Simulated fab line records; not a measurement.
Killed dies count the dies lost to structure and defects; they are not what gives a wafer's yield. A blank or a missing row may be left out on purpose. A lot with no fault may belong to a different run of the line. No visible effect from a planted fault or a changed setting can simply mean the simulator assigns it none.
Chamber matching -- flow nandHarc -- 4 sister chambers for NHARC_A_CHANNEL_FILL_D1_ETCHBACK_20 on rieDiel-07
The step etches the open film in C4F8/O2/Ar, target depth 27 nm, time 13.5 s. 4 wafers are shown with their chamber, then 7 later ones without.

## WAFERS PAIRED WITH THEIR CHAMBERS
wafer,chamber,rfVppV (V)
L078.5,2,981
L084.3,1,973
L089.1,3,980
L089.4,0,973

## WAFERS MISSING THEIR CHAMBER
wafer,rfVppV (V)
L089.5,980
L091.1,971
L091.3,981
L091.5,971
L092.1,979
L092.2,971
L092.4,979

## WHICH CHAMBER EACH WENT THROUGH
wafer,from the rows above,in truth
L089.5,can't be placed: 3 or 2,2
L091.1,can't be placed: 0 or 1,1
L091.3,can't be placed: 2 or 3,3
L091.5,can't be placed: 0 or 1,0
L092.1,can't be placed: 3 or 2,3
L092.2,can't be placed: 0 or 1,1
L092.4,can't be placed: 3 or 2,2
Correct placement for 0 of the 7. Can't be placed from these rows: 7 (the true chamber is among the candidates in 7). Number placed wrongly: 0.
How it was worked out, from the rows above alone: a wafer's distance from a chamber is the root of the sum, over the readings, of the square of ((its reading less the chamber's mean) divided by the reading's scatter). The wafer belongs to the nearest chamber; if the next one is less than 2 further off, it can't be placed. Each chamber's mean is taken over the wafers shown for it. The scatter (one wafer shown for each chamber): square how far every hidden wafer sits from the nearest shown wafer, average those squares and take the square root.
